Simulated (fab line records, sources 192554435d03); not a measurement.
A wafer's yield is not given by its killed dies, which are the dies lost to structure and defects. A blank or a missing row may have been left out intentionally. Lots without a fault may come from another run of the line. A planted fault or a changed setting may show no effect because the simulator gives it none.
fab line records -- flow n5-finfet
record lots=24, wafers=72, last-day=18
route steps=1938 shown BEOL_M4@1021
lots that met no fault: from a run of the same line without faults
start-h: start of the lot's first displayed wafer, in hours after the record's first day -- wait-h: hours since the lot's step before -- " repeats the value in the row above -- L1.1+2: one row covering several wafers at once -- - no value, or no start was given -- * or withheld: withheld -- < > ~ a bound
route shown NAME@n: NAME is a module with steps in the file, n the number in the route of the first one -- usual: mean/standard deviation taken from wafers without a fault -- same: alike in all rows -- chamber/n: place in a boat -- sites: each site's reading -- _std_site: the values' standard deviation -- _edge_site: the outer-site mean with the inner-site mean subtracted -- radius-mm: how far each site lies from the wafer's centre -- mask NAME#n: copy n -- behind: tool/chamber where the wafer was last shaped -- hold: reason for holding the lot/hours on hold/outcome of the hold -- device: the n, p or np transistor that did not switch -- end of line: the tests these same wafers got at the end of their route -- step lacking rows: just its recipe -- killed: dies that structure and defects cost at the first sort, which is not the same as the wafer's yield -- map: a wafer's dies, x killed, . not, _ none there
set.NAME: the setting as run; set.NAME@STEP: as run at that earlier step -- model.NAME: the simulator's own value behind a step, which no gauge read
a sample of lots followed through the steps of the route, with each step as a table and each wafer as a row
services: from which hour (start-h, from the record's first day; less than 0 if before it) a tool's chamber was out of use, for how many hours, and why
## steps
# step N5_BEOL_M4_ILD_DEP_00
# recipe material=SiOC, target-thk-a=790, temp-c=350, precursor=DEMS/O2, pressure-torr=5, rf-w=500, time-s=15.3
# usual heater-power-w=499/53, showerhead-plenum-p-Torr=5.701/0.015, throttle-valve-pct=11.7/0.55
lot.wafer,tool,chamber,start-h,wait-h,heater-power-w,showerhead-plenum-p-Torr,throttle-valve-pct
L074.3,pecvd-04,1,153.58,0.1,617,5.707,12.2
L074.4,pecvd-04,0,153.58,0.1,470,5.710,11.4
L074.6,pecvd-04,0,153.58,0.1,463,5.707,11.3
L075.1,pecvd-03,0,165.81,0.0,490,5.714,11.4
L075.3,pecvd-03,1,165.81,0.0,462,5.674,12.0
L075.5,pecvd-03,1,165.81,0.0,460,5.675,11.8
L076.3,pecvd-03,1,175.48,0.0,479,5.665,11.7
L076.5,pecvd-03,0,175.48,0.0,511,5.716,11.5
L076.6,pecvd-03,1,175.48,0.0,480,5.677,11.3
L077.1,pecvd-04,0,181.42,0.0,404,5.714,11.1
L077.2,pecvd-04,1,181.42,0.0,543,5.715,12.2
L077.6,pecvd-04,0,181.42,0.0,437,5.727,11.3
L078.3,pecvd-04,1,186.26,0.0,500,5.707,12.4
L078.5,pecvd-04,1,186.26,0.0,489,5.685,12.4
L078.6,pecvd-04,2,186.26,0.0,495,5.708,11.2
L079.2,pecvd-01,2,204.46,0.0,498,5.700,10.9
L079.3,pecvd-01,0,204.46,0.0,504,5.703,11.7
L079.6,pecvd-01,0,204.46,0.0,495,5.700,11.6
L080.1,pecvd-04,2,206.53,0.0,463,5.714,11.2
L080.2,pecvd-04,0,206.53,0.0,428,5.717,11.6
L080.3,pecvd-04,1,206.53,0.0,592,5.691,12.2
L081.1,pecvd-01,1,210.05,0.0,567,5.687,12.6
L081.3,pecvd-01,2,210.05,0.0,478,5.697,11.1
L081.6,pecvd-01,0,210.05,0.0,432,5.702,11.7
L082.4,pecvd-04,2,210.84,0.1,463,5.697,11.3
L082.5,pecvd-04,1,210.84,0.1,598,5.698,12.3
L082.6,pecvd-04,0,210.84,0.1,427,5.719,11.3
L083.3,pecvd-01,0,214.62,0.0,471,5.709,12.1
L083.4,pecvd-01,0,214.62,0.0,469,5.713,11.8
L083.6,pecvd-01,1,214.62,0.0,580,5.710,12.5
L084.1,pecvd-04,2,217.49,0.0,517,5.702,10.9
L084.4,pecvd-04,1,217.49,0.0,543,5.704,12.2
L084.6,pecvd-04,2,217.49,0.0,431,5.693,11.3
L085.2,pecvd-04,2,221.49,0.0,503,5.707,11.2
L085.3,pecvd-04,1,221.49,0.0,506,5.712,12.4
L085.4,pecvd-04,2,221.49,0.0,506,5.707,11.2
L086.1,pecvd-04,1,235.09,0.0,533,5.710,12.1
L086.2,pecvd-04,0,235.09,0.0,418,5.721,11.1
L086.3,pecvd-04,1,235.09,0.0,528,5.694,12.3
L087.1,pecvd-03,0,238.24,0.0,562,5.707,11.5
L087.4,pecvd-03,2,238.24,0.0,505,5.694,11.2
L087.5,pecvd-03,0,238.24,0.0,552,5.704,11.8
L088.1,pecvd-04,0,249.99,0.0,499,5.722,11.6
L088.3,pecvd-04,2,249.99,0.0,532,5.700,11.2
L088.6,pecvd-04,2,249.99,0.0,524,5.720,11.0
L089.3,pecvd-01,0,254.46,0.0,503,5.708,12.0
L089.4,pecvd-01,2,254.46,0.0,474,5.704,11.1
L089.6,pecvd-01,1,254.46,0.0,549,5.680,12.6
L090.2,pecvd-01,0,255.18,0.0,484,5.709,11.7
L090.4,pecvd-01,1,255.18,0.0,549,5.685,12.6
L090.6,pecvd-01,2,255.18,0.0,510,5.711,11.2
L093.2,pecvd-03,1,266.02,0.0,464,5.669,11.7
L093.4,pecvd-03,1,266.02,0.0,470,5.659,11.7
L093.5,pecvd-03,1,266.02,0.0,473,5.669,11.9
L091.2,pecvd-03,1,271.83,0.0,497,5.666,11.9
L091.4,pecvd-03,1,271.83,0.0,489,5.664,11.5
L091.5,pecvd-03,1,271.83,0.0,507,5.659,11.4
L094.3,pecvd-04,1,299.45,0.0,583,5.698,12.3
L094.4,pecvd-04,1,299.45,0.0,597,5.722,12.3
L094.5,pecvd-04,2,299.45,0.0,528,5.700,11.3
L096.2,pecvd-04,0,300.25,0.0,418,5.715,11.2
L096.4,pecvd-04,2,300.25,0.0,465,5.713,11.2
L096.6,pecvd-04,0,300.25,0.0,419,5.720,11.3
L092.1,pecvd-01,0,302.47,0.0,414,5.712,11.8
L092.2,pecvd-01,2,302.47,0.0,483,5.689,11.4
L092.5,pecvd-01,0,302.47,0.0,399,5.702,11.7
L095.2,pecvd-04,0,302.93,0.0,436,5.714,11.4
L095.3,pecvd-04,1,302.93,0.0,549,5.688,12.2
L095.5,pecvd-04,1,302.93,0.0,556,5.695,11.9
L097.2,pecvd-04,1,304.33,0.0,548,5.713,12.2
L097.3,pecvd-04,2,304.33,0.0,481,5.705,10.9
L097.5,pecvd-04,0,304.33,0.0,434,5.701,11.1
# step N5_BEOL_M4_THK_MEAS_01
# recipe reads=SiOC_of_BEOL_M4_ILD_DEP_00
# usual M4_ILD_THK=79.4/0.98
lot.wafer,tool,chamber,start-h,wait-h,M4_ILD_THK[nm]
L074.3,film-metro-02,-,153.64,0.1,80.0
L074.4,film-metro-02,-,153.64,0.1,79.7
L074.6,film-metro-02,-,153.64,0.1,78.8
L075.1,film-metro-01,-,165.88,0.0,80.7
L075.3,film-metro-01,-,165.88,0.0,79.4
L075.5,film-metro-01,-,165.88,0.0,80.0
L076.3,film-metro-02,-,175.55,0.1,77.8
L076.5,film-metro-02,-,175.55,0.1,79.7
L076.6,film-metro-02,-,175.55,0.1,79.3
L077.1,film-metro-01,-,181.50,0.1,78.7
L077.2,film-metro-01,-,181.50,0.1,78.8
L077.6,film-metro-01,-,181.50,0.1,79.4
L078.3,film-metro-02,-,186.32,0.1,79.5
L078.5,film-metro-02,-,186.32,0.1,79.8
L078.6,film-metro-02,-,186.32,0.1,79.2
L079.2,film-metro-02,-,204.53,0.1,78.5
L079.3,film-metro-02,-,204.53,0.1,78.9
L079.6,film-metro-02,-,204.53,0.1,78.6
L080.1,film-metro-02,-,206.60,0.0,78.6
L080.2,film-metro-02,-,206.60,0.0,78.7
L080.3,film-metro-02,-,206.60,0.0,78.8
L081.1,film-metro-02,-,210.12,0.0,77.7
L081.3,film-metro-02,-,210.12,0.0,76.6
L081.6,film-metro-02,-,210.12,0.0,78.8
L082.4,film-metro-01,-,210.89,0.0,80.2
L082.5,film-metro-01,-,210.89,0.0,80.8
L082.6,film-metro-01,-,210.89,0.0,80.3
L083.3,film-metro-02,-,214.69,0.1,77.8
L083.4,film-metro-02,-,214.69,0.1,79.8
L083.6,film-metro-02,-,214.69,0.1,79.2
L084.1,film-metro-02,-,217.57,0.1,78.0
L084.4,film-metro-02,-,217.57,0.1,79.6
L084.6,film-metro-02,-,217.57,0.1,80.0
L085.2,film-metro-02,-,221.57,0.1,78.8
L085.3,film-metro-02,-,221.57,0.1,80.4
L085.4,film-metro-02,-,221.57,0.1,79.8
L086.1,film-metro-01,-,235.18,0.1,79.0
L086.2,film-metro-01,-,235.18,0.1,78.0
L086.3,film-metro-01,-,235.18,0.1,80.0
L087.1,film-metro-02,-,238.31,0.0,80.3
L087.4,film-metro-02,-,238.31,0.0,80.6
L087.5,film-metro-02,-,238.31,0.0,81.8
L088.1,film-metro-01,-,250.06,0.0,78.8
L088.3,film-metro-01,-,250.06,0.0,78.8
L088.6,film-metro-01,-,250.06,0.0,79.8
L089.3,film-metro-01,-,254.53,0.1,77.6
L089.4,film-metro-01,-,254.53,0.1,79.3
L089.6,film-metro-01,-,254.53,0.1,81.0
L090.2,film-metro-02,-,255.25,0.1,78.8
L090.4,film-metro-02,-,255.25,0.1,79.4
L090.6,film-metro-02,-,255.25,0.1,79.0
L093.2,film-metro-02,-,266.10,0.1,79.5
L093.4,film-metro-02,-,266.10,0.1,79.4
L093.5,film-metro-02,-,266.10,0.1,79.3
L091.2,film-metro-01,-,271.92,0.1,78.7
L091.4,film-metro-01,-,271.92,0.1,79.4
L091.5,film-metro-01,-,271.92,0.1,81.1
L094.3,film-metro-01,-,299.52,0.1,79.5
L094.4,film-metro-01,-,299.52,0.1,80.5
L094.5,film-metro-01,-,299.52,0.1,80.8
L096.2,film-metro-02,-,300.31,0.1,78.1
L096.4,film-metro-02,-,300.31,0.1,79.7
L096.6,film-metro-02,-,300.31,0.1,79.3
L092.1,film-metro-01,-,302.54,0.0,79.8
L092.2,film-metro-01,-,302.54,0.0,78.5
L092.5,film-metro-01,-,302.54,0.0,80.6
L095.2,film-metro-01,-,303.00,0.1,78.5
L095.3,film-metro-01,-,303.00,0.1,79.6
L095.5,film-metro-01,-,303.00,0.1,81.3
L097.2,film-metro-01,-,304.40,0.1,80.0
L097.3,film-metro-01,-,304.40,0.1,80.5
L097.5,film-metro-01,-,304.40,0.1,82.0
# step N5_BEOL_M4_ALD_84
# recipe material=TaN, target-thk-a=*, temp-c=275, ald-precursor-family=PDMAT, ald-co-reactant=NH3, pressure-torr=3, carrier-flow-sccm=1500, pulse-time-s=2, purge-time-s=3, co-reactant-purge-time-s=2, co-reactant-pulse-time-s=3, ald-cycles=30, precursor-vessel-temp-c=75, precursor-vessel-pressure-torr=26.25, precursor-vessel-carrier-sccm=1000
# usual heater-power-w=410/37, mfc-carrier-sccm=1500/4.5, precursor-vessel-pressure-torr=26.25/0.055
lot.wafer,tool,chamber,start-h,wait-h,heater-power-w,mfc-carrier-sccm,precursor-vessel-pressure-torr
L074.3,ald-metal-03,0,165.52,0.1,362,1498,26.29
L074.4,ald-metal-03,2,165.52,0.1,410,1493,26.25
L074.6,ald-metal-03,0,165.52,0.1,362,1500,26.23
L075.1,ald-metal-01,2,175.22,0.1,373,1500,26.20
L075.3,ald-metal-01,3,175.22,0.1,466,1499,26.27
L075.5,ald-metal-01,0,175.22,0.1,476,1501,26.27
L076.3,ald-metal-03,0,185.04,0.0,359,1498,26.20
L076.5,ald-metal-03,2,185.04,0.0,427,1504,26.24
L076.6,ald-metal-03,3,185.04,0.0,369,1503,26.17
L077.1,ald-metal-01,2,189.58,0.0,366,1504,26.21
L077.2,ald-metal-01,0,189.58,0.0,467,1498,26.23
L077.6,ald-metal-01,2,189.58,0.0,385,1504,26.20
L078.3,ald-metal-01,0,194.20,0.1,456,1496,26.24
L078.5,ald-metal-01,0,194.20,0.1,455,1497,26.22
L078.6,ald-metal-01,3,194.20,0.1,451,1504,26.26
L079.2,ald-metal-01,0,210.23,0.0,463,1505,26.15
L079.3,ald-metal-01,2,210.23,0.0,386,1495,26.24
L079.6,ald-metal-01,1,210.23,0.0,393,1498,26.25
L081.1,ald-metal-01,3,214.18,0.0,451,1496,26.30
L081.3,ald-metal-01,0,214.18,0.0,466,1498,26.27
L081.6,ald-metal-01,0,214.18,0.0,468,1499,26.20
L080.1,ald-metal-03,0,214.21,0.0,367,1503,26.20
L080.2,ald-metal-03,2,214.21,0.0,426,1499,26.22
L080.3,ald-metal-03,3,214.21,0.0,368,1500,26.19
L082.4,ald-metal-04,0,217.71,0.0,349,1496,26.29
L082.5,ald-metal-04,3,217.71,0.0,405,1503,26.27
L082.6,ald-metal-04,2,217.71,0.0,410,1501,26.17
L083.3,ald-metal-04,0,224.02,0.0,342,1498,26.33
L083.4,ald-metal-04,3,224.02,0.0,411,1500,26.24
L083.6,ald-metal-04,0,224.02,0.0,339,1491,26.24
L084.1,ald-metal-01,1,230.81,0.0,393,1497,26.18
L084.4,ald-metal-01,3,230.81,0.0,450,1497,26.22
L084.6,ald-metal-01,2,230.81,0.0,381,1504,26.20
L085.2,ald-metal-04,3,238.05,0.1,419,1506,26.12
L085.3,ald-metal-04,0,238.05,0.1,343,1495,26.23
L085.4,ald-metal-04,2,238.05,0.1,403,1497,26.22
L086.1,ald-metal-01,3,241.39,0.1,451,1497,26.22
L086.2,ald-metal-01,2,241.39,0.1,383,1498,26.28
L086.3,ald-metal-01,0,241.39,0.1,459,1503,26.35
L087.1,ald-metal-01,2,246.20,0.0,374,1497,26.30
L087.4,ald-metal-01,1,246.20,0.0,398,1506,26.24
L087.5,ald-metal-01,0,246.20,0.0,476,1499,26.32
L089.3,ald-metal-03,3,262.97,0.1,387,1495,26.18
L089.4,ald-metal-03,0,262.97,0.1,356,1497,26.21
L089.6,ald-metal-03,3,262.97,0.1,382,1500,26.20
L088.1,ald-metal-01,1,265.06,0.2,384,1500,26.28
L088.3,ald-metal-01,0,265.06,0.2,477,1508,26.32
L088.6,ald-metal-01,0,265.06,0.2,467,1502,26.29
L090.2,ald-metal-03,0,265.66,0.1,358,1506,26.32
L090.4,ald-metal-03,3,265.66,0.1,365,1503,26.26
L090.6,ald-metal-03,3,265.66,0.1,379,1495,26.30
L093.2,ald-metal-03,1,271.70,0.0,398,1515,26.26
L093.4,ald-metal-03,2,271.70,0.0,436,1496,26.29
L093.5,ald-metal-03,2,271.70,0.0,415,1501,26.42
L091.2,ald-metal-01,1,276.41,0.0,406,1505,26.21
L091.4,ald-metal-01,2,276.41,0.0,374,1498,26.17
L091.5,ald-metal-01,3,276.41,0.0,446,1506,26.17
L094.3,ald-metal-01,0,305.14,0.0,466,1499,26.25
L094.4,ald-metal-01,1,305.14,0.0,394,1503,26.28
L094.5,ald-metal-01,3,305.14,0.0,448,1494,26.33
L096.2,ald-metal-04,2,307.90,0.0,413,1493,26.25
L096.4,ald-metal-04,2,307.90,0.0,412,1501,26.20
L096.6,ald-metal-04,0,307.90,0.0,347,1504,26.33
L092.1,ald-metal-01,1,308.08,0.2,400,1491,26.27
L092.2,ald-metal-01,0,308.08,0.2,466,1504,26.22
L092.5,ald-metal-01,1,308.08,0.2,398,1499,26.16
L095.2,ald-metal-03,3,311.20,0.1,378,1503,26.23
L095.3,ald-metal-03,2,311.20,0.1,428,1490,26.20
L095.5,ald-metal-03,2,311.20,0.1,432,1499,26.26
L097.2,ald-metal-01,1,313.59,0.1,397,1502,26.27
L097.3,ald-metal-01,3,313.59,0.1,456,1499,26.25
L097.5,ald-metal-01,0,313.59,0.1,463,1498,26.25
# step N5_BEOL_M4_ANNEAL_80
# recipe temp-c=400, time-s=240, ambient=vacuum
# usual heater-power-w=820/76
lot.wafer,tool,chamber,start-h,wait-h,heater-power-w
L074.3,pvd-sputter-02,-,166.84,0.0,858
L074.4,pvd-sputter-02,-,166.84,0.0,822
L074.6,pvd-sputter-02,-,166.84,0.0,719
L075.1,pvd-sputter-02,-,176.04,0.0,768
L075.3,pvd-sputter-02,-,176.04,0.0,855
L075.5,pvd-sputter-02,-,176.04,0.0,760
L076.3,pvd-sputter-02,-,185.88,0.0,853
L076.5,pvd-sputter-02,-,185.88,0.0,704
L076.6,pvd-sputter-02,-,185.88,0.0,844
L077.1,pvd-sputter-01,-,190.51,0.0,852
L077.2,pvd-sputter-01,-,190.51,0.0,779
L077.6,pvd-sputter-01,-,190.51,0.0,845
L078.3,pvd-sputter-02,-,195.00,0.0,847
L078.5,pvd-sputter-02,-,195.00,0.0,847
L078.6,pvd-sputter-02,-,195.00,0.0,857
L079.2,pvd-sputter-02,-,211.13,0.0,833
L079.3,pvd-sputter-02,-,211.13,0.0,767
L079.6,pvd-sputter-02,-,211.13,0.0,823
L081.1,pvd-sputter-01,-,215.01,0.0,798
L081.3,pvd-sputter-01,-,215.01,0.0,745
L081.6,pvd-sputter-01,-,215.01,0.0,763
L080.1,pvd-sputter-02,-,215.13,0.0,823
L080.2,pvd-sputter-02,-,215.13,0.0,695
L080.3,pvd-sputter-02,-,215.13,0.0,797
L082.4,pvd-sputter-03,-,218.68,0.0,1006
L082.5,pvd-sputter-03,-,218.68,0.0,863
L082.6,pvd-sputter-03,-,218.68,0.0,989
L083.3,pvd-sputter-02,-,224.87,0.0,842
L083.4,pvd-sputter-02,-,224.87,0.0,691
L083.6,pvd-sputter-02,-,224.87,0.0,854
L084.1,pvd-sputter-02,-,232.01,0.0,845
L084.4,pvd-sputter-02,-,232.01,0.0,721
L084.6,pvd-sputter-02,-,232.01,0.0,765
L085.2,pvd-sputter-01,-,239.65,0.0,845
L085.3,pvd-sputter-01,-,239.65,0.0,771
L085.4,pvd-sputter-01,-,239.65,0.0,873
L086.1,pvd-sputter-03,-,242.28,0.0,857
L086.2,pvd-sputter-03,-,242.28,0.0,998
L086.3,pvd-sputter-03,-,242.28,0.0,763
L087.1,pvd-sputter-01,-,246.96,0.0,882
L087.4,pvd-sputter-01,-,246.96,0.0,752
L087.5,pvd-sputter-01,-,246.96,0.0,762
L089.3,pvd-sputter-03,-,265.36,0.0,791
L089.4,pvd-sputter-03,-,265.36,0.0,890
L089.6,pvd-sputter-03,-,265.36,0.0,995
L088.1,pvd-sputter-01,-,266.00,0.0,868
L088.3,pvd-sputter-01,-,266.00,0.0,855
L088.6,pvd-sputter-01,-,266.00,0.0,901
L090.2,pvd-sputter-02,-,266.44,0.0,878
L090.4,pvd-sputter-02,-,266.44,0.0,709
L090.6,pvd-sputter-02,-,266.44,0.0,713
L093.2,pvd-sputter-03,-,272.50,0.0,996
L093.4,pvd-sputter-03,-,272.50,0.0,758
L093.5,pvd-sputter-03,-,272.50,0.0,1006
L091.2,pvd-sputter-03,-,277.16,0.0,896
L091.4,pvd-sputter-03,-,277.16,0.0,764
L091.5,pvd-sputter-03,-,277.16,0.0,758
L094.3,pvd-sputter-02,-,305.94,0.0,720
L094.4,pvd-sputter-02,-,305.94,0.0,779
L094.5,pvd-sputter-02,-,305.94,0.0,821
L096.2,pvd-sputter-01,-,308.99,0.0,750
L096.4,pvd-sputter-01,-,308.99,0.0,844
L096.6,pvd-sputter-01,-,308.99,0.0,753
L092.1,pvd-sputter-03,-,309.26,0.0,1012
L092.2,pvd-sputter-03,-,309.26,0.0,880
L092.5,pvd-sputter-03,-,309.26,0.0,1020
L095.2,pvd-sputter-01,-,311.98,0.0,879
L095.3,pvd-sputter-01,-,311.98,0.0,850
L095.5,pvd-sputter-01,-,311.98,0.0,850
L097.2,pvd-sputter-03,-,314.43,0.0,753
L097.3,pvd-sputter-03,-,314.43,0.0,867
L097.5,pvd-sputter-03,-,314.43,0.0,776
# step N5_BEOL_M4_ANNEAL_82
# recipe temp-c=400, time-s=240, ambient=vacuum
# usual heater-power-w=822/77
lot.wafer,tool,chamber,start-h,wait-h,heater-power-w
L074.3,pvd-sputter-02,-,167.06,0.0,838
L074.4,pvd-sputter-02,-,167.06,0.0,809
L074.6,pvd-sputter-02,-,167.06,0.0,721
L075.1,pvd-sputter-02,-,176.26,0.0,808
L075.3,pvd-sputter-02,-,176.26,0.0,890
L075.5,pvd-sputter-02,-,176.26,0.0,779
L076.3,pvd-sputter-02,-,186.10,0.0,852
L076.5,pvd-sputter-02,-,186.10,0.0,688
L076.6,pvd-sputter-02,-,186.10,0.0,882
L077.1,pvd-sputter-01,-,190.73,0.0,845
L077.2,pvd-sputter-01,-,190.73,0.0,781
L077.6,pvd-sputter-01,-,190.73,0.0,877
L078.3,pvd-sputter-02,-,195.22,0.0,852
L078.5,pvd-sputter-02,-,195.22,0.0,820
L078.6,pvd-sputter-02,-,195.22,0.0,846
L079.2,pvd-sputter-02,-,211.35,0.0,815
L079.3,pvd-sputter-02,-,211.35,0.0,798
L079.6,pvd-sputter-02,-,211.35,0.0,841
L081.1,pvd-sputter-01,-,215.23,0.0,773
L081.3,pvd-sputter-01,-,215.23,0.0,753
L081.6,pvd-sputter-01,-,215.23,0.0,737
L080.1,pvd-sputter-02,-,215.35,0.0,829
L080.2,pvd-sputter-02,-,215.35,0.0,697
L080.3,pvd-sputter-02,-,215.35,0.0,784
L082.4,pvd-sputter-03,-,218.90,0.0,1024
L082.5,pvd-sputter-03,-,218.90,0.0,900
L082.6,pvd-sputter-03,-,218.90,0.0,1002
L083.3,pvd-sputter-02,-,225.09,0.0,853
L083.4,pvd-sputter-02,-,225.09,0.0,702
L083.6,pvd-sputter-02,-,225.09,0.0,855
L084.1,pvd-sputter-02,-,232.23,0.0,813
L084.4,pvd-sputter-02,-,232.23,0.0,713
L084.6,pvd-sputter-02,-,232.23,0.0,771
L085.2,pvd-sputter-01,-,239.87,0.0,862
L085.3,pvd-sputter-01,-,239.87,0.0,805
L085.4,pvd-sputter-01,-,239.87,0.0,878
L086.1,pvd-sputter-03,-,242.50,0.0,869
L086.2,pvd-sputter-03,-,242.50,0.0,986
L086.3,pvd-sputter-03,-,242.50,0.0,761
L087.1,pvd-sputter-01,-,247.18,0.0,890
L087.4,pvd-sputter-01,-,247.18,0.0,731
L087.5,pvd-sputter-01,-,247.18,0.0,756
L089.3,pvd-sputter-03,-,265.58,0.0,793
L089.4,pvd-sputter-03,-,265.58,0.0,856
L089.6,pvd-sputter-03,-,265.58,0.0,1023
L088.1,pvd-sputter-01,-,266.22,0.0,861
L088.3,pvd-sputter-01,-,266.22,0.0,847
L088.6,pvd-sputter-01,-,266.22,0.0,866
L090.2,pvd-sputter-02,-,266.66,0.0,855
L090.4,pvd-sputter-02,-,266.66,0.0,682
L090.6,pvd-sputter-02,-,266.66,0.0,707
L093.2,pvd-sputter-03,-,272.72,0.0,1034
L093.4,pvd-sputter-03,-,272.72,0.0,764
L093.5,pvd-sputter-03,-,272.72,0.0,1023
L091.2,pvd-sputter-03,-,277.38,0.0,885
L091.4,pvd-sputter-03,-,277.38,0.0,760
L091.5,pvd-sputter-03,-,277.38,0.0,772
L094.3,pvd-sputter-02,-,306.16,0.0,702
L094.4,pvd-sputter-02,-,306.16,0.0,786
L094.5,pvd-sputter-02,-,306.16,0.0,830
L096.2,pvd-sputter-01,-,309.21,0.0,760
L096.4,pvd-sputter-01,-,309.21,0.0,851
L096.6,pvd-sputter-01,-,309.21,0.0,768
L092.1,pvd-sputter-03,-,309.48,0.0,1019
L092.2,pvd-sputter-03,-,309.48,0.0,894
L092.5,pvd-sputter-03,-,309.48,0.0,996
L095.2,pvd-sputter-01,-,312.20,0.0,907
L095.3,pvd-sputter-01,-,312.20,0.0,854
L095.5,pvd-sputter-01,-,312.20,0.0,861
L097.2,pvd-sputter-03,-,314.65,0.0,747
L097.3,pvd-sputter-03,-,314.65,0.0,866
L097.5,pvd-sputter-03,-,314.65,0.0,744
# step N5_BEOL_M4_ANNEAL_51
# recipe temp-c=225, time-s=90, ambient=N2
# usual wafer_temp_C_max=225.88/0.24
lot.wafer,tool,chamber,start-h,wait-h,wafer_temp_C_max
L074.3,rtp-anneal-01,0,168.58,0.1,225.96
L074.4,rtp-anneal-01,0,168.58,0.1,226.10
L074.6,rtp-anneal-01,0,168.58,0.1,226.21
L075.1,rtp-anneal-02,0,177.70,0.1,225.51
L075.3,rtp-anneal-02,0,177.70,0.1,226.19
L075.5,rtp-anneal-02,0,177.70,0.1,225.57
L076.3,rtp-anneal-02,0,187.63,0.1,225.91
L076.5,rtp-anneal-02,0,187.63,0.1,225.86
L076.6,rtp-anneal-02,0,187.63,0.1,225.52
L077.1,rtp-anneal-02,0,192.16,0.1,225.85
L077.2,rtp-anneal-02,0,192.16,0.1,225.79
L077.6,rtp-anneal-02,0,192.16,0.1,225.55
L078.3,rtp-anneal-02,0,197.22,0.6,226.17
L078.5,rtp-anneal-02,0,197.22,0.6,226.38
L078.6,rtp-anneal-02,0,197.22,0.6,225.92
L079.2,rtp-anneal-01,0,214.31,0.2,225.81
L079.3,rtp-anneal-01,0,214.31,0.2,226.06
L079.6,rtp-anneal-01,0,214.31,0.2,226.03
L081.1,rtp-anneal-01,0,216.67,0.1,226.04
L081.3,rtp-anneal-01,0,216.67,0.1,225.91
L081.6,rtp-anneal-01,0,216.67,0.1,226.09
L080.1,rtp-anneal-02,0,216.84,0.1,225.48
L080.2,rtp-anneal-02,0,216.84,0.1,225.69
L080.3,rtp-anneal-02,0,216.84,0.1,225.75
L082.4,rtp-anneal-02,0,220.47,0.2,225.82
L082.5,rtp-anneal-02,0,220.47,0.2,225.68
L082.6,rtp-anneal-02,0,220.47,0.2,226.04
L083.3,rtp-anneal-01,0,226.62,0.1,225.97
L083.4,rtp-anneal-01,0,226.62,0.1,225.95
L083.6,rtp-anneal-01,0,226.62,0.1,225.78
L084.1,rtp-anneal-01,0,233.68,0.1,225.86
L084.4,rtp-anneal-01,0,233.68,0.1,225.90
L084.6,rtp-anneal-01,0,233.68,0.1,226.06
L085.2,rtp-anneal-02,0,241.40,0.1,225.84
L085.3,rtp-anneal-02,0,241.40,0.1,225.60
L085.4,rtp-anneal-02,0,241.40,0.1,225.77
L086.1,rtp-anneal-01,0,244.01,0.1,225.54
L086.2,rtp-anneal-01,0,244.01,0.1,225.67
L086.3,rtp-anneal-01,0,244.01,0.1,225.79
L087.1,rtp-anneal-01,0,248.62,0.1,225.88
L087.4,rtp-anneal-01,0,248.62,0.1,225.68
L087.5,rtp-anneal-01,0,248.62,0.1,225.71
L089.3,rtp-anneal-02,0,267.10,0.1,225.83
L089.4,rtp-anneal-02,0,267.10,0.1,226.05
L089.6,rtp-anneal-02,0,267.10,0.1,226.18
L088.1,rtp-anneal-01,0,267.65,0.1,225.85
L088.3,rtp-anneal-01,0,267.65,0.1,225.82
L088.6,rtp-anneal-01,0,267.65,0.1,226.08
L090.2,rtp-anneal-01,0,268.28,0.2,225.74
L090.4,rtp-anneal-01,0,268.28,0.2,225.77
L090.6,rtp-anneal-01,0,268.28,0.2,226.12
L093.2,rtp-anneal-02,0,274.22,0.1,225.75
L093.4,rtp-anneal-02,0,274.22,0.1,226.07
L093.5,rtp-anneal-02,0,274.22,0.1,225.74
L091.2,rtp-anneal-02,0,278.86,0.1,225.66
L091.4,rtp-anneal-02,0,278.86,0.1,225.61
L091.5,rtp-anneal-02,0,278.86,0.1,225.58
L094.3,rtp-anneal-02,0,307.68,0.1,226.04
L094.4,rtp-anneal-02,0,307.68,0.1,225.96
L094.5,rtp-anneal-02,0,307.68,0.1,225.60
L096.2,rtp-anneal-01,0,310.69,0.1,226.02
L096.4,rtp-anneal-01,0,310.69,0.1,225.76
L096.6,rtp-anneal-01,0,310.69,0.1,226.01
L092.1,rtp-anneal-01,0,310.92,0.1,225.32
L092.2,rtp-anneal-01,0,310.92,0.1,225.44
L092.5,rtp-anneal-01,0,310.92,0.1,225.74
L095.2,rtp-anneal-02,0,313.73,0.2,225.72
L095.3,rtp-anneal-02,0,313.73,0.2,225.82
L095.5,rtp-anneal-02,0,313.73,0.2,226.13
L097.2,rtp-anneal-01,0,316.13,0.1,226.57
L097.3,rtp-anneal-01,0,316.13,0.1,225.94
L097.5,rtp-anneal-01,0,316.13,0.1,226.24
## services
tool,chamber,start-h,hours,kind
ald-metal-04,-,137.10,0.7,repair
rtp-anneal-02,-,144.60,0.8,pm
pecvd-04,2,150.65,5.5,scheduled-down
pecvd-04,2,179.89,4.6,scheduled-down
pecvd-01,2,187.71,5.5,scheduled-down
pecvd-03,2,202.38,-,clean
pecvd-03,2,202.38,-,consumable-replace:showerhead
pecvd-03,2,202.38,29.0,scheduled-down
pecvd-03,2,202.38,29.0,vent-cycle
pecvd-04,2,233.81,14.8,repair
pecvd-04,-,237.05,0.8,repair
ald-metal-04,3,248.32,174.3,repair
pecvd-03,-,255.45,3.2,repair
pecvd-03,0,264.70,12.5,repair
pecvd-04,-,264.72,2.1,repair
pvd-sputter-01,-,272.12,7.8,repair
pecvd-03,0,286.79,6.2,repair
pecvd-03,1,289.53,4.4,repair
ald-metal-01,-,298.52,1.6,repair
ald-metal-03,-,303.01,6.0,pm
## key
fault none
